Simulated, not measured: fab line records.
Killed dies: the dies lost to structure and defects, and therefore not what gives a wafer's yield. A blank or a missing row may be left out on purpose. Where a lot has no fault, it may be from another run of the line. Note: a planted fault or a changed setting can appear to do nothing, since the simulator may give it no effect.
Problem report in the 8D (eight disciplines) form, filled by code	flow n5 finfet	the parts of the form that need people (team, actions taken, sign-off) are left out

== 1. THE PROBLEM ==
At N5_BEOL_M3_ETCH_63, etch rf on time s averages 18.5 s over 7 wafers from 3 lots, while fault-free wafers read 25.9 s, standard deviation 0.56. Measured from the usual mean, that is -13 standard deviations.
The step: etches SiARC in CF4, target depth 15.6 nm, time 26 s.
First seen on wafer L282.2, day 12 02:23, on rie diel-04. The record has a number at this step for 28 wafers belonging to 10 lots. Rule for "out" (also "out of limits"): further than 4 standard deviations from the usual mean. Any other wafer with a number is counted as sound.

== 2. WHAT IT IS AND WHAT IT IS NOT ==
question	is	is not
which readings at this step	etch rf on time s	drypump motor current A, rf vpp V, showerhead plenum p Torr
which lots	L282, L283, L284	L263, L265, L266, L267, L268, L269, L274
which wafers of those lots	all that have a number	-
read on which tools	rie diel-04	rie diel-02, rie diel-03
when	from day 12 02:23	up to then (21 sound wafers)

== 3. WHAT RULES OUT EACH SUSPECT ==
Counting: a tool at any process step up to the reading remains a suspect when it ran all the lots that are out and ran no sound lot after the first of those.
- rie diel-04 at N5_BEOL_M3_ETCH_63 (etches SiARC in CF4, target depth 15.6 nm, time 26 s): kept. It processed each lot that is out, first L282 at day 12 02:23, and no sound lot thereafter; up to then, the last sound lot it processed was L274 at day 10 02:10. Out on those wafers are its own readings of etch rf on time s.
The count leaves rie diel-04 at N5_BEOL_M3_ETCH_63.

== 4. THE CAUSE (what the simulator had put in) ==
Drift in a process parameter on rie diel-04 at N5_BEOL_M3_ETCH_63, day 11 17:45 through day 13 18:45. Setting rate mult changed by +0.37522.
Counting left only this tool.

== 5. SEQUENCE OF EFFECTS, ordered by route ==
Each row: a reading where the mean over the struck wafers with a number is more than 3 standard deviations away from the usual. Only readings for which the record gives a usual standard deviation are gone through. hours: the time from each lot's start at the first step in this table that gives one to its start at this step, as a median over the lots. sigmas: the change in usual standard deviations.
hours	step	reading	usual	on struck wafers	change	sigmas
0	N5_BEOL_M3_ETCH_63	etch rf on time s	25.9 s	18.5	-7.4	-13
Process steps it contains:
- N5_BEOL_M3_ETCH_63: etches SiARC in CF4, target depth 15.6 nm, time 26 s.
Later steps that measure or inspect, where all struck wafers having a row at the step show a number for every such reading and not one has moved that far: N5_BEOL_M4_RC_MEAS_101.

== 6. WHAT WOULD HAVE CAUGHT IT SOONER ==
In this record the first reading out of limits was taken at day 12 02:23, 9 hours after the fault began at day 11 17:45.
